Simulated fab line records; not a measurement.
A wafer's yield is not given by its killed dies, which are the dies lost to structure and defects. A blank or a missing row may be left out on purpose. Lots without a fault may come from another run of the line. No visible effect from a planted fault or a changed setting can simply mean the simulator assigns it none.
Chamber matching + flow nand-harc + NHARC_A_CHANNEL_FILL_D2_ALD_02 on ald-hk-02 has 4 sister chambers
The step deposits SiO2, target thk 6 nm, pulse time 10 s, ald cycles 60. 27 wafers are shown with their chamber, then 12 later ones without.

== WAFERS WITH THEIR CHAMBER ==
| wafer  | chamber | heater-power-w (W) | susceptor-temp-C (C) | precursor-pulse-height-rel |
|--------|---------|--------------------|----------------------|----------------------------|
| L074.1 | 3       | 583                | 300.12               | 1.010                      |
| L074.2 | 1       | 397                | 300.02               | 1.017                      |
| L074.6 | 2       | 469                | 299.58               | 0.958                      |
| L076.3 | 0       | 437                | 299.77               | 1.007                      |
| L076.4 | 2       | 460                | 299.96               | 1.013                      |
| L076.5 | 0       | 442                | 300.12               | 0.972                      |
| L075.1 | 0       | 445                | 300.41               | 0.969                      |
| L075.2 | 3       | 576                | 300.14               | 1.008                      |
| L075.6 | 0       | 439                | 300.63               | 0.985                      |
| L079.2 | 0       | 433                | 300.27               | 0.992                      |
| L079.3 | 1       | 411                | 299.82               | 1.014                      |
| L079.4 | 2       | 470                | 299.83               | 1.019                      |
| L080.2 | 2       | 464                | 300.03               | 0.992                      |
| L080.4 | 1       | 410                | 300.12               | 1.011                      |
| L080.6 | 2       | 464                | 299.64               | 0.974                      |
| L085.2 | 2       | 462                | 300.13               | 1.001                      |
| L085.3 | 1       | 407                | 299.87               | 0.952                      |
| L085.5 | 0       | 434                | 299.95               | 0.994                      |
| L084.2 | 1       | 403                | 300.15               | 0.982                      |
| L084.5 | 0       | 419                | 299.87               | 1.025                      |
| L084.6 | 1       | 404                | 299.77               | 1.035                      |
| L090.1 | 0       | 428                | 300.29               | 1.015                      |
| L090.3 | 3       | 546                | 300.29               | 0.959                      |
| L090.5 | 0       | 423                | 300.28               | 0.963                      |
| L093.2 | 2       | 467                | 299.78               | 0.991                      |
| L093.5 | 0       | 410                | 299.82               | 1.042                      |
| L093.6 | 3       | 561                | 300.05               | 0.975                      |

SIGNATURES, as means of the wafers listed above
| reading                    | chamber 0 | chamber 1 | chamber 2 | chamber 3 | scatter within a chamber |
|----------------------------|-----------|-----------|-----------|-----------|--------------------------|
| heater-power-w             | 431.00    | 405.33    | 465.14    | 566.50    | 9.59                     |
| susceptor-temp-C           | 300.1410  | 299.9583  | 299.8500  | 300.1500  | 0.221                    |
| precursor-pulse-height-rel | 0.99640   | 1.00183   | 0.99257   | 0.98800   | 0.0256                   |
Rule: a wafer's distance from a chamber is the root of the sum, over the readings, of the square of ((its reading less the chamber's mean) divided by the reading's scatter). If the next closest chamber is less than 2 further off than the closest, the wafer can't be placed; otherwise it belongs to the closest. The scatter: take each reading less its chamber's mean, square it, sum over the shown wafers, divide by the number of wafers less the number of chambers, and take the root.

== WAFERS MISSING THEIR CHAMBER ==
| wafer  | heater-power-w (W) | susceptor-temp-C (C) | precursor-pulse-height-rel |
|--------|--------------------|----------------------|----------------------------|
| L092.1 | 399                | 299.77               | 1.013                      |
| L092.3 | 417                | 299.98               | 1.002                      |
| L092.5 | 459                | 300.01               | 0.981                      |
| L094.2 | 425                | 299.86               | 0.960                      |
| L094.3 | 554                | 299.84               | 1.024                      |
| L094.5 | 414                | 299.96               | 1.008                      |
| L095.1 | 446                | 299.98               | 0.983                      |
| L095.4 | 426                | 299.86               | 1.014                      |
| L095.6 | 421                | 300.01               | 0.974                      |
| L097.2 | 556                | 299.89               | 1.017                      |
| L097.3 | 406                | 299.97               | 1.000                      |
| L097.4 | 451                | 299.89               | 1.003                      |

== WHICH CHAMBER EACH WENT THROUGH ==
| wafer  | from the rows above     | in truth |
|--------|-------------------------|----------|
| L092.1 | 1                       | 1        |
| L092.3 | can't be placed: 1 or 0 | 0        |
| L092.5 | can't be placed: 2 or 0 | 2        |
| L094.2 | can't be placed: 0 or 1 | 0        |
| L094.3 | 3                       | 3        |
| L094.5 | can't be placed: 1 or 0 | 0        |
| L095.1 | can't be placed: 0 or 2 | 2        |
| L095.4 | can't be placed: 0 or 1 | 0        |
| L095.6 | can't be placed: 0 or 1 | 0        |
| L097.2 | 3                       | 3        |
| L097.3 | 1                       | 1        |
| L097.4 | can't be placed: 2 or 0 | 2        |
Correct placement for 4 of the 12. Unplaceable from these rows: 8, with the true chamber sitting among the candidates in 8. Number placed wrongly: 0.
